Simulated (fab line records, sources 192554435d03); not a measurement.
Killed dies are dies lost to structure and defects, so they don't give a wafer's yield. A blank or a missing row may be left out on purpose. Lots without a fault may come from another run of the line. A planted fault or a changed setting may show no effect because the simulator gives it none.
fab line records | flow n5_finfet
record lots=10 wafers=30 last_day=18
route steps=1938 shown HKMG_FIN@414 BEOL_M4@1094 PASSIVATION@1936
lots that met no fault: from a run of the same line without faults
start_h: hours from the record's first day to the start of the lot's first wafer shown | wait_h: hours since the lot's step before | " the same as in the row above | L1.1+2: a row that stands for several wafers | - no value, or no start given | * or withheld: withheld | < > ~ a bound
route shown NAME@n: a module of which the file shows steps, and the number in the route of the first | usual: mean/standard deviation of fault-free wafers | same: alike in all rows | chamber/n: place in a boat | sites: the reading at each site | _std_site: their standard deviation | _edge_site: outer sites' mean less inner sites' | radius_mm: how far each site lies from the wafer's centre | mask NAME#n: copy n | behind: the tool/chamber that last shaped the wafer | hold: why the lot was held/for how many hours/how that ended | device: the transistor (n, p or np) that didn't switch | end of line: the same wafers' tests at the end of the route | a step without rows: its recipe alone | killed: dies lost to structure and defects at the first sort, not the wafer's yield | map: a wafer's dies, x killed, . not, _ none there
set.NAME: the setting as run; set.NAME@STEP: as run at that earlier step | model.NAME: the simulator's own value behind a step, which no gauge read
steps of the route over a sample of lots; a table a step, a row a wafer
services: from which hour (start_h, from the record's first day; less than 0 if before it) a tool's chamber was out of use, for how many hours, and why
## steps
# step N5_HKMG_FIN_RTA_80
# recipe temp_c=withheld time_s=2 ambient=N2 idle_temp_c=600 ramp_up_c_per_s=150 ramp_down_c_per_s=60 cool_to_c=600
# columns lot.wafer tool chamber start_h wait_h
L310.2+4+5 rtp_anneal-02 0 94.62 0.1
L311.3+5+6 rtp_anneal-02 0 96.86 0.3
L313.1+2+4 rtp_anneal-02 0 115.70 0.1
L314.1+3+4 rtp_anneal-02 0 120.40 0.1
L315.1+4+6 rtp_anneal-02 0 127.34 0.1
L316.3+4+5 rtp_anneal-02 0 131.78 0.1
L320.3+4+6 rtp_anneal-02 0 151.94 0.1
L327.2+5+6 rtp_anneal-02 0 200.57 0.1
L329.1+2+4 rtp_anneal-02 0 205.57 0.2
L330.2+4+6 rtp_anneal-02 0 212.14 0.1
# step N5_BEOL_M4_SPUTTER_90
# recipe material=Cu target_thk_a=45 temp_c=-20 chamber_pressure_pa=0.07 power_w=withheld time_s=8.29
# usual chuck_gas_flow_sccm=1.26/0.052 throttle_valve_pct=29.9/1.1
# columns lot.wafer tool chamber start_h wait_h chuck_gas_flow_sccm throttle_valve_pct
L310.2 pvd_sputter-02 - 188.97 0.1 1.37 29.0
L310.4 " - " " 1.25 32.8
L310.5 " - " " 1.33 29.5
L311.3 pvd_sputter-02 - 194.25 0.1 1.19 29.1
L311.5 " - " " 1.39 30.1
L311.6 " - " " 1.27 29.5
L313.1 pvd_sputter-02 - 203.59 0.1 1.31 29.7
L313.2 " - " " 1.15 29.2
L313.4 " - " " 1.25 32.8
L314.1 pvd_sputter-01 - 222.53 0.1 1.24 30.5
L314.3 " - " " 1.28 28.6
L314.4 " - " " 1.33 30.1
L315.1 pvd_sputter-03 - 222.68 0.1 1.31 30.2
L315.4 " - " " 1.26 29.1
L315.6 " - " " 1.29 28.6
L316.3 pvd_sputter-03 - 225.95 0.1 1.25 30.0
L316.4 " - " " 1.30 30.7
L316.5 " - " " 1.22 31.0
L320.3 pvd_sputter-02 - 239.71 0.1 1.31 33.1
L320.4 " - " " 1.16 29.4
L320.6 " - " " 1.25 29.5
L327.2 pvd_sputter-02 - 304.29 0.1 1.26 32.8
L327.5 " - " " 1.18 29.2
L327.6 " - " " 1.27 29.7
L330.2 pvd_sputter-01 - 304.94 0.1 1.37 28.9
L330.4 " - " " 1.21 30.1
L330.6 " - " " 1.29 30.3
L329.1 pvd_sputter-01 - 309.45 0.1 1.26 29.9
L329.2 " - " " 1.26 28.9
L329.4 " - " " 1.27 30.6
# step N5_BEOL_M4_ANNEAL_51
# recipe temp_c=225 time_s=90 ambient=N2
# usual wafer_temp_C_max=225.66/0.21
# columns lot.wafer tool chamber start_h wait_h wafer_temp_C_max
L310.2 rtp_anneal-02 0 189.87 0.1 225.39
L310.4 " 0 " " 225.61
L310.5 " 0 " " 225.35
L311.3 rtp_anneal-01 0 196.40 1.3 226.02
L311.5 " 0 " " 225.62
L311.6 " 0 " " 225.57
L313.1 rtp_anneal-02 0 204.44 0.1 225.57
L313.2 " 0 " " 225.35
L313.4 " 0 " " 225.62
L314.1 rtp_anneal-02 0 223.40 0.1 225.41
L314.3 " 0 " " 225.64
L314.4 " 0 " " 225.77
L315.1 rtp_anneal-02 0 223.67 0.2 225.75
L315.4 " 0 " " 225.76
L315.6 " 0 " " 225.52
L316.3 rtp_anneal-02 0 226.90 0.1 225.67
L316.4 " 0 " " 225.48
L316.5 " 0 " " 225.42
L320.3 rtp_anneal-01 0 240.72 0.2 225.84
L320.4 " 0 " " 225.91
L320.6 " 0 " " 225.97
L327.2 rtp_anneal-01 0 305.19 0.1 225.86
L327.5 " 0 " " 226.00
L327.6 " 0 " " 225.69
L330.2 rtp_anneal-01 0 305.84 0.1 225.76
L330.4 " 0 " " 225.39
L330.6 " 0 " " 225.52
L329.1 rtp_anneal-01 0 310.31 0.1 226.15
L329.2 " 0 " " 225.65
L329.4 " 0 " " 225.92
# step N5_BEOL_M4_RS_MEAS_58
# recipe thk_meas_gauge=four-point-probe reads=Co_of_BEOL_M4_CO_CAP_55+Cu_of_BEOL_M4_ECD_50+Co_of_BEOL_M4_CVD_47+TaN_of_BEOL_M4_ALD_84
# usual M4_RS=0.666/0.028
# columns lot.wafer tool chamber start_h wait_h M4_RS[ohm/sq]
L310.2 film_metro-02 - 190.68 0.1 0.668
L310.4 " - " " 0.642
L310.5 " - " " 0.629
L311.3 film_metro-01 - 197.17 0.1 0.674
L311.5 " - " " 0.647
L311.6 " - " " 0.660
L313.1 film_metro-01 - 205.36 0.0 0.719
L313.2 " - " " 0.677
L313.4 " - " " 0.647
L314.1 film_metro-02 - 224.32 0.0 0.656
L314.3 " - " " 0.685
L314.4 " - " " 0.653
L315.1 film_metro-02 - 224.52 0.0 0.719
L315.4 " - " " 0.622
L315.6 " - " " 0.663
L316.3 film_metro-01 - 227.66 0.1 0.624
L316.4 " - " " 0.635
L316.5 " - " " 0.639
L320.3 film_metro-02 - 241.48 0.1 0.671
L320.4 " - " " 0.616
L320.6 " - " " 0.661
L327.2 film_metro-02 - 306.00 0.1 0.660
L327.5 " - " " 0.659
L327.6 " - " " 0.658
L330.2 film_metro-01 - 306.65 0.1 0.662
L330.4 " - " " 0.707
L330.6 " - " " 0.670
L329.1 film_metro-02 - 311.16 0.0 0.602
L329.2 " - " " 0.661
L329.4 " - " " 0.652
# step N5_BEOL_M4_RC_MEAS_101
# usual DIBL_N=36.4/1.6 DIBL_P=35.9/2 EOT_N=10.54/0.11 EOT_P=10.47/0.11 IGATE_N=0.0128/0.0021 IGATE_P=0.0038/0.00061 IOFF_N=0.152/0.03 IOFF_P=0.20/0.032 IOFF_P_85C=3.5/0.47 IOFF_P_LIN=0.095/0.012 IOFF_P_LONG=0.000101/6.6e-06 ION_N=670/12 ION_P=459/7.3 SS_N=71.6/0.55 SS_P=73.2/0.69 VT_N=251/3.5 VT_N_LVT=100/3.4 VT_P=-252/3.2 VT_P_LONG=-276.4/2.5
# columns lot.wafer tool chamber start_h wait_h DIBL_N[mV/V] DIBL_P[mV/V] EOT_N EOT_P IGATE_N[nA/um] IGATE_P[nA/um] IOFF_N[nA/um] IOFF_P[nA/um] IOFF_P_85C[nA/um] IOFF_P_LIN[nA/um] IOFF_P_LONG[nA/um] ION_N[uA/um] ION_P[uA/um] SS_N[mV/dec] SS_P[mV/dec] VT_N[mV] VT_N_LVT[mV] VT_P[mV] VT_P_LONG[mV]
L310.2 prober-01 0 190.88 0.2 36.8 34.9 10.63 10.62 0.0111 0.0033 0.133 0.21 3.7 0.101 0.000106 655 459 71.6 73.7 252 103 -252 -273.3
L310.4 " 0 " " 39.9 38.3 10.40 10.36 0.0158 0.0048 0.198 0.25 4.2 0.115 0.000105 687 467 72.0 73.9 247 97 -249 -273.8
L310.5 " 0 " " 39.2 38.4 10.41 10.56 0.0141 0.0043 0.181 0.25 4.2 0.113 0.000103 683 464 71.8 73.7 248 98 -252 -273.7
L311.3 prober-01 0 197.53 0.3 37.2 37.4 10.54 10.47 0.0133 0.0040 0.177 0.22 3.8 0.099 9.5e-05 688 468 72.4 73.6 247 96 -248 -278.9
L311.5 " 0 " " 35.7 35.0 10.63 10.45 0.0112 0.0034 0.148 0.19 3.3 0.089 9.8e-05 679 459 71.9 72.8 251 97 -252 -274.0
L311.6 " 0 " " 34.9 35.2 10.71 10.55 0.0115 0.0035 0.142 0.18 3.3 0.088 0.000101 678 460 71.8 72.6 251 99 -250 -277.3
L313.1 prober-02 0 205.41 0.0 34.1 35.9 10.55 10.48 0.0103 0.0031 0.137 0.20 3.4 0.090 9.6e-05 666 462 71.4 72.8 252 98 -251 -277.0
L313.2 " 0 " " 36.5 38.9 10.45 10.41 0.0138 0.0040 0.184 0.24 4.0 0.103 9.5e-05 681 467 71.9 73.5 246 95 -252 -275.7
L313.4 " 0 " " 33.6 35.0 10.43 10.35 0.0147 0.0043 0.140 0.18 3.1 0.084 9.6e-05 674 457 71.2 72.2 249 99 -256 -280.0
L314.1 prober-01 0 224.37 0.0 34.1 33.3 10.64 10.61 0.0116 0.0035 0.108 0.13 2.5 0.070 9.5e-05 658 448 70.8 72.8 258 105 -261 -279.4
L314.3 " 0 " " 38.1 39.7 10.48 10.50 0.0156 0.0046 0.193 0.22 3.7 0.098 9e-05 688 467 71.8 74.8 247 95 -251 -279.7
L314.4 " 0 " " 35.6 35.3 10.65 10.57 0.0111 0.0034 0.132 0.16 2.9 0.080 9.6e-05 674 458 71.5 73.4 253 101 -253 -278.1
L315.1 prober-02 0 224.57 0.0 36.9 34.1 10.67 10.44 0.0118 0.0035 0.151 0.18 3.3 0.086 9.2e-05 681 453 72.2 73.2 251 101 -255 -278.3
L315.4 " 0 " " 36.9 34.5 10.46 10.26 0.0151 0.0046 0.152 0.19 3.4 0.090 9.6e-05 680 468 71.7 73.0 251 100 -255 -278.0
L315.6 " 0 " " 36.3 34.2 10.47 10.36 0.0148 0.0045 0.139 0.19 3.3 0.090 9.4e-05 669 464 71.5 73.0 251 102 -251 -276.5
L316.3 prober-01 0 228.07 0.4 36.8 38.0 10.22 10.17 0.0263 0.0080 0.161 1.67 21.2 0.773 0.000605 674 543 72.0 74.0 253 163 -196 -223.3
L316.4 " 0 " " 37.7 40.0 10.41 10.21 0.0178 0.0054 0.183 2.02 24.8 0.879 0.000623 679 553 72.2 74.8 250 160 -193 -220.9
L316.5 " 0 " " 33.6 34.8 10.18 10.11 0.0252 0.0077 0.110 1.35 17.6 0.672 0.00062 655 533 71.5 73.6 257 168 -198 -221.0
L320.3 prober-01 0 241.84 0.3 35.6 37.0 10.17 10.04 0.0263 0.0081 0.140 1.80 22.4 0.857 0.000699 673 548 72.9 75.0 255 166 -191 -215.6
L320.4 " 0 " " 33.8 34.5 10.31 10.03 0.0236 0.0071 0.111 1.49 19.5 0.734 0.000681 650 535 71.7 73.7 257 169 -196 -218.0
L320.6 " 0 " " 33.6 34.3 10.23 10.12 0.0235 0.0072 0.105 1.43 18.8 0.728 0.000706 659 543 71.6 74.2 260 172 -194 -218.6
L327.2 prober-02 0 306.21 0.2 35.5 34.6 10.50 10.48 0.0148 0.0044 0.143 0.17 3.1 0.086 0.0001 661 452 71.1 73.7 252 100 -251 -278.8
L327.5 " 0 " " 33.3 32.0 10.53 10.53 0.0116 0.0035 0.106 0.14 2.7 0.075 9.8e-05 646 449 71.1 71.9 258 105 -256 -276.8
L327.6 " 0 " " 32.5 31.6 10.51 10.63 0.0104 0.0032 0.095 0.14 2.6 0.074 0.000103 644 448 70.4 72.4 255 105 -253 -277.1
L330.2 prober-01 0 306.85 0.2 35.6 34.2 10.45 10.56 0.0127 0.0038 0.128 0.16 2.9 0.076 9.3e-05 659 445 71.3 73.0 255 102 -257 -278.6
L330.4 " 0 " " 35.7 34.9 10.48 10.33 0.0147 0.0043 0.124 0.16 3.0 0.080 9.3e-05 668 458 71.0 73.4 254 103 -258 -281.0
L330.6 " 0 " " 34.8 32.8 10.51 10.48 0.0127 0.0038 0.117 0.14 2.6 0.070 9e-05 654 447 71.2 72.5 256 104 -261 -282.0
L329.1 prober-02 0 311.21 0.0 35.3 35.4 10.51 10.53 0.0125 0.0038 0.135 0.19 3.4 0.095 9.7e-05 671 458 71.7 73.6 255 102 -253 -274.5
L329.2 " 0 " " 36.3 35.6 10.58 10.54 0.0115 0.0034 0.160 0.20 3.5 0.095 9.9e-05 667 452 72.3 73.2 253 101 -252 -277.8
L329.4 " 0 " " 34.5 35.5 10.45 10.44 0.0146 0.0044 0.127 0.20 3.6 0.099 0.0001 664 464 71.1 73.2 254 103 -251 -273.2
# step N5_PASSIVATION_PROBE_49
# usual defect_limited_yield=91.7/1.2 killed_at_M0_to_M3=33/9.5 killed_at_M4_up=13/4.9 killed_at_contacts=13/6.6 killed_at_front_end=36/11 killed_at_other=3.0/2.6 killed_dies=97/14 killed_open=65/11 killed_short=31/6.6 sort_bin_4_leakage=0/0 sort_bin_5_function=4.8/0.82 sort_bin_6_memory=3.1/0.58 sort_bin_8_speed=0.00/0.02 sort_n_pass=1083/14 sort_yield_pct=91.7/1.2
# same gross_dies=1180 killed_at_back_side=0
# columns lot.wafer tool chamber start_h wait_h defect_limited_yield[%] killed_at_M0_to_M3 killed_at_M4_up killed_at_contacts killed_at_front_end killed_at_other killed_dies killed_open killed_short sort_bin_4_leakage[%] sort_bin_5_function[%] sort_bin_6_memory[%] sort_bin_8_speed[%] sort_n_pass sort_yield_pct[%]
L310.2 prober-01 - 289.02 0.1 93.5 26 12 5 32 2 77 53 24 0 3.1 3.1 0 1103 93.5
L310.4 prober-01 - 289.12 0.2 92.4 29 14 4 38 5 90 58 30 0 4.7 2.8 0 1090 92.4
L310.5 prober-01 - 289.17 0.2 93.6 19 13 6 31 7 76 49 27 0 3.5 2.9 0 1104 93.6
L311.3 prober-02 - 294.13 0.1 93.1 24 9 11 29 8 81 46 35 0 4.4 2.4 0 1099 93.1
L311.5 prober-02 - 294.23 0.2 93.4 16 11 13 32 6 78 52 26 0 3.6 2.9 0 1102 93.4
L311.6 prober-02 - 294.28 0.3 91.4 26 8 9 48 11 102 72 30 0 5.1 3.1 0 1078 91.4
L313.1 prober-01 - 301.21 0.0 90.3 43 15 14 40 3 115 75 39 0 5.6 3.9 0 1065 90.3
L313.2 prober-01 - 301.26 0.1 91.4 35 17 18 30 2 102 67 33 0 5.0 3.5 0 1078 91.4
L313.4 prober-01 - 301.36 0.2 92.1 41 17 12 19 4 93 62 30 0 4.7 3.1 0 1087 92.1
L315.1 prober-01 - 324.25 0.0 92.6 35 10 6 36 0 87 69 15 0 4.4 2.8 0 1093 92.6
L315.4 prober-01 - 324.40 0.2 91.9 33 14 7 37 4 95 64 28 0 5.3 2.4 0 1085 91.9
L315.6 prober-01 - 324.50 0.3 92.0 31 13 3 43 4 94 54 39 0 5.2 2.7 0 1086 92.0
L314.1 prober-01 - 329.16 0.0 91.9 30 17 9 38 1 95 68 24 0 4.1 3.6 0 1085 91.9
L314.3 prober-01 - 329.26 0.1 91.9 33 11 19 27 5 95 65 29 0 4.4 3.4 0 1085 91.9
L314.4 prober-01 - 329.31 0.2 92.1 39 7 10 33 4 93 65 28 0 4.7 2.8 0 1087 92.1
L316.3 prober-02 - 337.16 0.1 89.1 40 22 27 36 4 129 88 40 89.07 6.0 4.6 0 0 0
L316.4 prober-02 - 337.21 0.2 92.6 25 23 28 11 0 87 61 26 92.63 3.5 3.5 0 0 0
L316.5 prober-02 - 337.26 0.2 92.5 14 24 24 24 3 89 65 24 92.46 4.9 2.4 0 0 0
L320.3 prober-02 - 345.21 0.1 87.3 42 12 8 80 8 150 101 49 87.29 7.5 5.0 0 0 0
L320.4 prober-02 - 345.26 0.2 91.5 28 12 12 45 3 100 60 38 91.53 5.0 3.2 0 0 0
L320.6 prober-02 - 345.36 0.3 91.2 39 19 12 33 1 104 75 27 91.19 5.3 3.2 0 0 0
L330.2 prober-02 - 414.38 0.1 90.1 39 8 17 51 2 117 84 33 0 5.5 4.1 0 1063 90.1
L330.4 prober-02 - 414.48 0.2 91.8 40 7 8 36 6 97 66 30 0 5.2 2.8 0 1083 91.8
L330.6 prober-02 - 414.58 0.3 91.2 29 10 19 44 2 104 74 30 0 4.7 3.9 0 1076 91.2
L327.2 prober-02 - 417.28 0.1 91.8 27 21 5 44 0 97 70 21 0 4.7 3.0 0 1083 91.8
L327.5 prober-02 - 417.43 0.2 92.4 25 12 6 47 0 90 56 33 0 3.7 3.6 0.08 1089 92.3
L327.6 prober-02 - 417.48 0.3 90.8 33 10 9 53 3 108 67 40 0 5.7 3.2 0 1072 90.8
L329.1 prober-02 - 424.00 0.0 90.6 13 20 19 56 3 111 68 43 0 5.6 3.1 0 1069 90.6
L329.2 prober-02 - 424.05 0.1 91.8 26 17 5 47 2 97 56 41 0 5.4 2.3 0 1083 91.8
L329.4 prober-02 - 424.15 0.2 91.4 33 13 13 43 0 102 68 33 0 4.9 3.4 0 1078 91.4
# killed by level:class
L310.2 FIN_SAQP:geometric_particle:open=15 BEOL_M0_SAQP:geometric_particle:short=9 BEOL_M0_SAQP:geometric_particle:open=7 MOL_CONTACT_COAG:geometric_particle:open=5 ILD0:geometric_particle:short=4 FIN_SAQP:geometric_particle:short=3 ILD0:geometric_particle:open=3 BEOL_M1:geometric_particle:open=3
L310.4 FIN_SAQP:geometric_particle:open=17 FIN_SAQP:geometric_particle:short=10 BEOL_M3:geometric_particle:open=9 BEOL_M0_SAQP:geometric_particle:short=6 BEOL_M4:geometric_particle:open=6 STI_FIN_REVEAL:geometric_particle:open=3 MOL_CONTACT_COAG:geometric_particle:open=3 BEOL_M0_SAQP:geometric_particle:open=3
L310.5 FIN_SAQP:geometric_particle:open=7 MOL_CONTACT_COAG:geometric_particle:open=5 FIN_SAQP:geometric_particle:short=4 BEOL_M1:geometric_particle:open=4 BEOL_M2:geometric_particle:open=4 BEOL_M4:geometric_particle:open=4 STARTING-WAFER:geometric_particle:open=4 DUMMY_GATE:geometric_particle:open=3
L311.3 MOL_CONTACT_COAG:geometric_particle:open=11 FIN_SAQP:geometric_particle:short=7 BEOL_M4:geometric_particle:open=6 FIN_SAQP:geometric_particle:open=5 BEOL_M0_SAQP:geometric_particle:short=5 BEOL_M0_SAQP:geometric_particle:open=5 BEOL_M3:geometric_particle:open=5 BEOL_M3:geometric_particle:short=5
L311.5 MOL_CONTACT_COAG:geometric_particle:open=11 STI_FIN_REVEAL:geometric_particle:open=8 STI_FIN_REVEAL:geometric_particle:short=4 BEOL_M0_SAQP:geometric_particle:short=4 BEOL_M8:geometric_particle:open=4 FIN_SAQP:geometric_particle:short=3 DUMMY_GATE:geometric_particle:open=3 PASS1_CAP:geometric_particle:open=3
L311.6 STI_FIN_REVEAL:geometric_particle:open=11 DUMMY_GATE:geometric_particle:open=9 FIN_SAQP:geometric_particle:open=8 BEOL_M2:geometric_particle:open=8 MOL_CONTACT_COAG:geometric_particle:open=7 BEOL_M0_SAQP:geometric_particle:short=6 BEOL_M3:geometric_particle:open=6 MIM_TOP_ETCH:geometric_particle:short=5
L313.1 BEOL_M1:geometric_particle:open=10 MOL_CONTACT_COAG:geometric_particle:open=9 BEOL_M2:geometric_particle:open=8 STI_FIN_REVEAL:geometric_particle:open=7 DUMMY_GATE:geometric_particle:open=7 BEOL_M0_SAQP:geometric_particle:short=7 FIN_SAQP:geometric_particle:open=6 BEOL_M0_SAQP:geometric_particle:open=6
L313.2 MOL_CONTACT_COAG:geometric_particle:open=12 BEOL_M1:geometric_particle:open=12 STI_FIN_REVEAL:geometric_particle:open=9 MOL_CONTACT_COAG:geometric_particle:short=6 BEOL_M1:geometric_particle:short=6 BEOL_M5:geometric_particle:open=6 BEOL_M3:geometric_particle:open=5 FIN_SAQP:geometric_particle:open=4
L313.4 BEOL_M2:geometric_particle:open=11 MOL_CONTACT_COAG:geometric_particle:open=10 BEOL_M3:geometric_particle:open=8 BEOL_M5:geometric_particle:open=8 BEOL_M1:geometric_particle:open=6 BEOL_M1:geometric_particle:short=5 DUMMY_GATE:geometric_particle:open=4 BEOL_M0_SAQP:geometric_particle:short=4
L315.1 STI_FIN_REVEAL:geometric_particle:open=14 BEOL_M2:geometric_particle:open=11 BEOL_M1:geometric_particle:open=8 DUMMY_GATE:geometric_particle:open=6 MOL_CONTACT_COAG:geometric_particle:open=6 BEOL_M0_SAQP:geometric_particle:open=6 GATE_CUT:geometric_particle:open=4 BEOL_M0_SAQP:geometric_particle:short=3
L315.4 STI_FIN_REVEAL:geometric_particle:open=10 BEOL_M1:geometric_particle:open=9 GATE_CUT:geometric_particle:short=7 BEOL_M0_SAQP:geometric_particle:short=7 BEOL_M2:geometric_particle:open=7 BEOL_M4:geometric_particle:open=7 DUMMY_GATE:geometric_particle:open=6 FIN_SAQP:geometric_particle:short=5
L315.6 FIN_SAQP:geometric_particle:short=10 BEOL_M0_SAQP:geometric_particle:short=9 BEOL_M1:geometric_particle:open=8 STI_FIN_REVEAL:geometric_particle:open=7 DUMMY_GATE:geometric_particle:open=6 GATE_CUT:geometric_particle:short=5 DUMMY_GATE:geometric_particle:short=4 BEOL_M0_SAQP:geometric_particle:open=4
L314.1 FIN_SAQP:geometric_particle:open=12 BEOL_M2:geometric_particle:open=11 BEOL_M4:geometric_particle:open=7 STI_FIN_REVEAL:geometric_particle:open=7 MOL_CONTACT_COAG:geometric_particle:open=7 FIN_SAQP:geometric_particle:short=5 BEOL_M0_SAQP:geometric_particle:open=4 BEOL_M0_SAQP:geometric_particle:short=4
L314.3 MOL_CONTACT_COAG:geometric_particle:open=15 BEOL_M2:geometric_particle:open=7 BEOL_M0_SAQP:geometric_particle:open=6 BEOL_M0_SAQP:geometric_particle:short=6 BEOL_M8:geometric_particle:open=6 FIN_SAQP:geometric_particle:short=5 STI_FIN_REVEAL:geometric_particle:open=5 BEOL_M0:geometric_particle:open=5
L314.4 FIN_SAQP:geometric_particle:open=10 BEOL_M3:geometric_particle:open=10 MOL_CONTACT_COAG:geometric_particle:open=8 BEOL_M2:geometric_particle:open=8 BEOL_M0_SAQP:geometric_particle:short=7 BEOL_M0_SAQP:geometric_particle:open=6 BEOL_M0:geometric_particle:open=5 FIN_SAQP:geometric_particle:short=4
L316.3 MOL_CONTACT_COAG:geometric_particle:open=20 BEOL_M0_SAQP:geometric_particle:open=13 BEOL_M4:geometric_particle:open=9 GATE_CUT:geometric_particle:short=8 MOL_CONTACT_COAG:geometric_particle:short=7 BEOL_M0_SAQP:geometric_particle:short=7 BEOL_M2:geometric_particle:open=7 STARTING-WAFER:geometric_particle:short=7
L316.4 MOL_CONTACT_COAG:geometric_particle:open=18 MOL_CONTACT_COAG:geometric_particle:short=10 BEOL_M4:geometric_particle:open=9 BEOL_M3:geometric_particle:open=7 BEOL_M0_SAQP:geometric_particle:open=6 BEOL_M5:geometric_particle:open=5 FIN_SAQP:geometric_particle:short=4 BEOL_M0_SAQP:geometric_particle:short=4
L316.5 MOL_CONTACT_COAG:geometric_particle:open=16 BEOL_M4:geometric_particle:open=12 MOL_CONTACT_COAG:geometric_particle:short=8 BEOL_M5:geometric_particle:open=5 DUMMY_GATE:geometric_particle:open=3 GATE_CUT:geometric_particle:short=3 BEOL_M0_SAQP:geometric_particle:open=3 BEOL_M1:geometric_particle:open=3
L320.3 STI_FIN_REVEAL:geometric_particle:open=32 FIN_SAQP:geometric_particle:short=14 BEOL_M0_SAQP:geometric_particle:short=9 BEOL_M1:geometric_particle:open=8 BEOL_M0_SAQP:geometric_particle:open=8 DUMMY_GATE:geometric_particle:open=8 MOL_CONTACT_COAG:geometric_particle:open=6 BEOL_M3:geometric_particle:open=6
L320.4 STI_FIN_REVEAL:geometric_particle:open=11 STI_FIN_REVEAL:geometric_particle:short=10 MOL_CONTACT_COAG:geometric_particle:open=10 FIN_SAQP:geometric_particle:short=9 BEOL_M1:geometric_particle:open=6 BEOL_M2:geometric_particle:open=5 DUMMY_GATE:geometric_particle:open=5 BEOL_M0_SAQP:geometric_particle:short=5
L320.6 MOL_CONTACT_COAG:geometric_particle:open=10 STI_FIN_REVEAL:geometric_particle:open=9 BEOL_M3:geometric_particle:open=8 BEOL_M4:geometric_particle:open=8 FIN_SAQP:geometric_particle:open=7 BEOL_M0_SAQP:geometric_particle:short=7 BEOL_M0_SAQP:geometric_particle:open=6 BEOL_M2:geometric_particle:open=6
L330.2 STI_FIN_REVEAL:geometric_particle:open=14 MOL_CONTACT_COAG:geometric_particle:open=13 BEOL_M0_SAQP:geometric_particle:short=12 DUMMY_GATE:geometric_particle:open=7 BEOL_M1:geometric_particle:open=7 BEOL_M0_SAQP:geometric_particle:open=7 BEOL_M2:geometric_particle:open=7 BEOL_M4:geometric_particle:open=6
L330.4 BEOL_M1:geometric_particle:open=14 MOL_CONTACT_COAG:geometric_particle:open=8 BEOL_M0_SAQP:geometric_particle:short=7 BEOL_M0_SAQP:geometric_particle:open=7 FIN_SAQP:geometric_particle:short=5 DUMMY_GATE:geometric_particle:open=5 BEOL_M3:geometric_particle:open=5 FIN_SAQP:geometric_particle:open=4
L330.6 MOL_CONTACT_COAG:geometric_particle:open=14 DUMMY_GATE:geometric_particle:open=11 BEOL_M0_SAQP:geometric_particle:open=8 STI_FIN_REVEAL:geometric_particle:open=7 FIN_SAQP:geometric_particle:open=6 MOL_CONTACT_COAG:geometric_particle:short=5 BEOL_M0_SAQP:geometric_particle:short=5 BEOL_M4:geometric_particle:open=5
L327.2 BEOL_M4:geometric_particle:open=13 FIN_SAQP:geometric_particle:open=9 STI_FIN_REVEAL:geometric_particle:open=8 BEOL_M3:geometric_particle:open=8 FIN_SAQP:geometric_particle:short=6 BEOL_M0_SAQP:geometric_particle:open=6 BEOL_M1:geometric_particle:open=5 STARTING-WAFER:geometric_particle:open=5
L327.5 FIN_SAQP:geometric_particle:short=15 BEOL_M4:geometric_particle:open=8 FIN_SAQP:geometric_particle:open=7 STI_FIN_REVEAL:geometric_particle:open=5 MOL_CONTACT_COAG:geometric_particle:open=5 BEOL_M0_SAQP:geometric_particle:open=5 BEOL_M0_SAQP:geometric_particle:short=5 BEOL_M1:geometric_particle:open=5
L327.6 STI_FIN_REVEAL:geometric_particle:open=15 BEOL_M0_SAQP:geometric_particle:short=9 GATE_CUT:geometric_particle:short=8 MOL_CONTACT_COAG:geometric_particle:open=8 BEOL_M0_SAQP:geometric_particle:open=7 BEOL_M3:geometric_particle:open=7 FIN_SAQP:geometric_particle:open=6 FIN_SAQP:geometric_particle:short=5
L329.1 FIN_SAQP:geometric_particle:short=14 MOL_CONTACT_COAG:geometric_particle:open=14 FIN_SAQP:geometric_particle:open=9 BEOL_M5:geometric_particle:open=7 BEOL_M0_SAQP:geometric_particle:open=6 STI_FIN_REVEAL:geometric_particle:open=5 DUMMY_GATE:geometric_particle:open=5 GATE_CUT:geometric_particle:short=5
L329.2 FIN_SAQP:geometric_particle:open=11 STI_FIN_REVEAL:geometric_particle:open=9 BEOL_M0_SAQP:geometric_particle:short=7 FIN_SAQP:geometric_particle:short=6 BEOL_M5:geometric_particle:open=6 STARTING-WAFER:geometric_particle:short=6 MOL_CONTACT_COAG:geometric_particle:open=5 DUMMY_GATE:geometric_particle:open=4
L329.4 FIN_SAQP:geometric_particle:open=13 BEOL_M2:geometric_particle:open=11 MOL_CONTACT_COAG:geometric_particle:open=9 FIN_SAQP:geometric_particle:short=7 BEOL_M0_SAQP:geometric_particle:short=7 STI_FIN_REVEAL:geometric_particle:open=5 STARTING-WAFER:geometric_particle:short=5 MOL_CONTACT_COAG:geometric_particle:short=4
## services
# columns tool chamber start_h hours kind
pvd_sputter-02 - 126.69 1.7 repair
pvd_sputter-02 - 139.18 2.4 repair
pvd_sputter-02 - 172.16 13.8 repair
## key
first_sign step=N5_BEOL_M4_RC_MEAS_101 reading=IOFF_P_LONG direction=up sigmas=84 usual=0.000101 struck=0.000656
effect step=N5_BEOL_M4_RC_MEAS_101 reading=IOFF_P_LIN direction=up sigmas=57 usual=0.095 struck=0.774
effect step=N5_BEOL_M4_RC_MEAS_101 reading=IOFF_P direction=up sigmas=44 usual=0.20 struck=1.63
effect step=N5_BEOL_M4_RC_MEAS_101 reading=IOFF_P_85C direction=up sigmas=37 usual=3.5 struck=20.7
effect step=N5_BEOL_M4_RC_MEAS_101 reading=VT_P_LONG direction=up sigmas=23 usual=-276.4 struck=-219.6
effect step=N5_BEOL_M4_RC_MEAS_101 reading=VT_N_LVT direction=up sigmas=20 usual=100 struck=166
effect step=N5_BEOL_M4_RC_MEAS_101 reading=VT_P direction=up sigmas=18 usual=-252 struck=-195
effect step=N5_BEOL_M4_RC_MEAS_101 reading=ION_P direction=up sigmas=11 usual=459 struck=543
effect step=N5_BEOL_M4_RC_MEAS_101 reading=IGATE_P direction=up sigmas=5.6 usual=0.0038 struck=0.0072
effect step=N5_BEOL_M4_RC_MEAS_101 reading=IGATE_N direction=up sigmas=5.2 usual=0.0128 struck=0.0238
effect step=N5_BEOL_M4_RC_MEAS_101 reading=EOT_P direction=down sigmas=3.3 usual=10.47 struck=10.11
effect step=N5_BEOL_M4_RC_MEAS_101 reading=EOT_N direction=down sigmas=2.7 usual=10.54 struck=10.25
effect step=N5_PASSIVATION_PROBE_49 reading=sort_bin_4_leakage direction=up sigmas=99+ usual=0 struck=90.69
met_at N5_HKMG_FIN_RTA_80
struck_lots L316,L320
not_acting_at N5_BEOL_M4_SPUTTER_90,N5_BEOL_M4_ANNEAL_51,N5_BEOL_M4_RS_MEAS_58
onset_between 127.34 131.78
fault kind=process_parameter_drift tool=rtp_anneal-02 chamber=- onset_h=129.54 steps=N5_HKMG_FIN_RTA_80 channel=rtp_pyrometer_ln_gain offset=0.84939 shape=step end_h=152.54
